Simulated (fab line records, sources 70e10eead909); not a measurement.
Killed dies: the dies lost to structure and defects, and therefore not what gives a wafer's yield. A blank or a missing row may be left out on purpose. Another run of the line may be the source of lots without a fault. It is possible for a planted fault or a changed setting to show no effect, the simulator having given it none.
Matching of chambers || flow nand harc || NHARC_A_STAIRCASE_DESCUM_270 on rie diel-03: 4 sister chambers
The step chemistry O2, time 3 s. 20 wafers are shown with their chamber, then 10 later ones without.

## WAFERS PAIRED WITH THEIR CHAMBERS
{"wafer": "L076.1", "chamber": 0, "showerhead plenum p Torr (Torr)": 1.89, "drypump motor current A (A)": 6.1, "oes product au (a.u.)": 1.025}
{"wafer": "L076.2", "chamber": 2, "showerhead plenum p Torr (Torr)": 2.03, "drypump motor current A (A)": 6.0, "oes product au (a.u.)": 1.005}
{"wafer": "L076.6", "chamber": 3, "showerhead plenum p Torr (Torr)": 1.99, "drypump motor current A (A)": 6.2, "oes product au (a.u.)": 1.003}
{"wafer": "L077.3", "chamber": 3, "showerhead plenum p Torr (Torr)": 1.99, "drypump motor current A (A)": 6.1, "oes product au (a.u.)": 0.989}
{"wafer": "L077.5", "chamber": 1, "showerhead plenum p Torr (Torr)": 1.88, "drypump motor current A (A)": 6.3, "oes product au (a.u.)": 0.997}
{"wafer": "L077.6", "chamber": 2, "showerhead plenum p Torr (Torr)": 2.03, "drypump motor current A (A)": 6.0, "oes product au (a.u.)": 0.996}
{"wafer": "L085.1", "chamber": 3, "showerhead plenum p Torr (Torr)": 1.99, "drypump motor current A (A)": 6.2, "oes product au (a.u.)": 0.995}
{"wafer": "L085.3", "chamber": 1, "showerhead plenum p Torr (Torr)": 1.87, "drypump motor current A (A)": 6.3, "oes product au (a.u.)": 0.982}
{"wafer": "L085.4", "chamber": 0, "showerhead plenum p Torr (Torr)": 1.89, "drypump motor current A (A)": 6.1, "oes product au (a.u.)": 1.008}
{"wafer": "L085.2", "chamber": 2, "showerhead plenum p Torr (Torr)": 2.02, "drypump motor current A (A)": 6.0, "oes product au (a.u.)": 1.000}
{"wafer": "L085.5", "chamber": 3, "showerhead plenum p Torr (Torr)": 1.99, "drypump motor current A (A)": 6.2, "oes product au (a.u.)": 0.993}
{"wafer": "L085.6", "chamber": 0, "showerhead plenum p Torr (Torr)": 1.89, "drypump motor current A (A)": 6.1, "oes product au (a.u.)": 1.001}
{"wafer": "L083.3", "chamber": 0, "showerhead plenum p Torr (Torr)": 1.88, "drypump motor current A (A)": 6.1, "oes product au (a.u.)": 1.004}
{"wafer": "L083.4", "chamber": 1, "showerhead plenum p Torr (Torr)": 1.87, "drypump motor current A (A)": 6.3, "oes product au (a.u.)": 0.982}
{"wafer": "L083.6", "chamber": 0, "showerhead plenum p Torr (Torr)": 1.88, "drypump motor current A (A)": 6.2, "oes product au (a.u.)": 1.008}
{"wafer": "L089.1", "chamber": 1, "showerhead plenum p Torr (Torr)": 1.86, "drypump motor current A (A)": 6.3, "oes product au (a.u.)": 0.984}
{"wafer": "L089.3", "chamber": 2, "showerhead plenum p Torr (Torr)": 2.02, "drypump motor current A (A)": 6.0, "oes product au (a.u.)": 1.014}
{"wafer": "L089.5", "chamber": 3, "showerhead plenum p Torr (Torr)": 1.99, "drypump motor current A (A)": 6.2, "oes product au (a.u.)": 1.004}
{"wafer": "L091.1", "chamber": 0, "showerhead plenum p Torr (Torr)": 1.88, "drypump motor current A (A)": 6.0, "oes product au (a.u.)": 1.008}
{"wafer": "L091.2", "chamber": 3, "showerhead plenum p Torr (Torr)": 1.99, "drypump motor current A (A)": 6.2, "oes product au (a.u.)": 0.986}

SIGNATURES, as means of the wafers listed above
{"reading": "showerhead plenum p Torr", "chamber 0": 1.8850, "chamber 1": 1.8700, "chamber 2": 2.0250, "chamber 3": 1.9900, "scatter within a chamber": 0.0053}
{"reading": "drypump motor current A", "chamber 0": 6.100, "chamber 1": 6.300, "chamber 2": 6.000, "chamber 3": 6.183, "scatter within a chamber": 0.0421}
{"reading": "oes product au", "chamber 0": 1.00900, "chamber 1": 0.98625, "chamber 2": 1.00375, "chamber 3": 0.99500, "scatter within a chamber": 0.00771}
Rule: a wafer's distance from a chamber is the root of the sum, over the readings, of the square of ((its reading less the chamber's mean) divided by the reading's scatter). If the next closest chamber is less than 2 further off than the closest, the wafer can't be placed; otherwise it belongs to the closest. The scatter is the square root of a quotient: the sum, over the shown wafers, of each reading's squared deviation from its chamber's mean, divided by wafers minus chambers.

## WAFERS WHOSE CHAMBER IS MISSING
{"wafer": "L091.4", "showerhead plenum p Torr (Torr)": 2.02, "drypump motor current A (A)": 6.0, "oes product au (a.u.)": 1.000}
{"wafer": "L092.1", "showerhead plenum p Torr (Torr)": 2.02, "drypump motor current A (A)": 6.0, "oes product au (a.u.)": 0.992}
{"wafer": "L092.3", "showerhead plenum p Torr (Torr)": 1.98, "drypump motor current A (A)": 6.2, "oes product au (a.u.)": 0.986}
{"wafer": "L092.5", "showerhead plenum p Torr (Torr)": 2.02, "drypump motor current A (A)": 6.0, "oes product au (a.u.)": 0.993}
{"wafer": "L092.2", "showerhead plenum p Torr (Torr)": 1.88, "drypump motor current A (A)": 6.1, "oes product au (a.u.)": 1.003}
{"wafer": "L092.4", "showerhead plenum p Torr (Torr)": 1.86, "drypump motor current A (A)": 6.3, "oes product au (a.u.)": 0.987}
{"wafer": "L092.6", "showerhead plenum p Torr (Torr)": 1.98, "drypump motor current A (A)": 6.2, "oes product au (a.u.)": 0.991}
{"wafer": "L094.1", "showerhead plenum p Torr (Torr)": 1.86, "drypump motor current A (A)": 6.3, "oes product au (a.u.)": 0.985}
{"wafer": "L094.2", "showerhead plenum p Torr (Torr)": 1.98, "drypump motor current A (A)": 6.2, "oes product au (a.u.)": 0.989}
{"wafer": "L094.3", "showerhead plenum p Torr (Torr)": 2.02, "drypump motor current A (A)": 6.0, "oes product au (a.u.)": 1.002}

## WHICH CHAMBER EACH WENT THROUGH
{"wafer": "L091.4", "from the rows above": 2, "in truth": 2}
{"wafer": "L092.1", "from the rows above": 2, "in truth": 2}
{"wafer": "L092.3", "from the rows above": 3, "in truth": 3}
{"wafer": "L092.5", "from the rows above": 2, "in truth": 2}
{"wafer": "L092.2", "from the rows above": 0, "in truth": 0}
{"wafer": "L092.4", "from the rows above": 1, "in truth": 1}
{"wafer": "L092.6", "from the rows above": 3, "in truth": 3}
{"wafer": "L094.1", "from the rows above": 1, "in truth": 1}
{"wafer": "L094.2", "from the rows above": 3, "in truth": 3}
{"wafer": "L094.3", "from the rows above": 2, "in truth": 2}
Correctly placed: 10 of 10. Not placeable from these rows: 0. Number placed wrongly: 0.
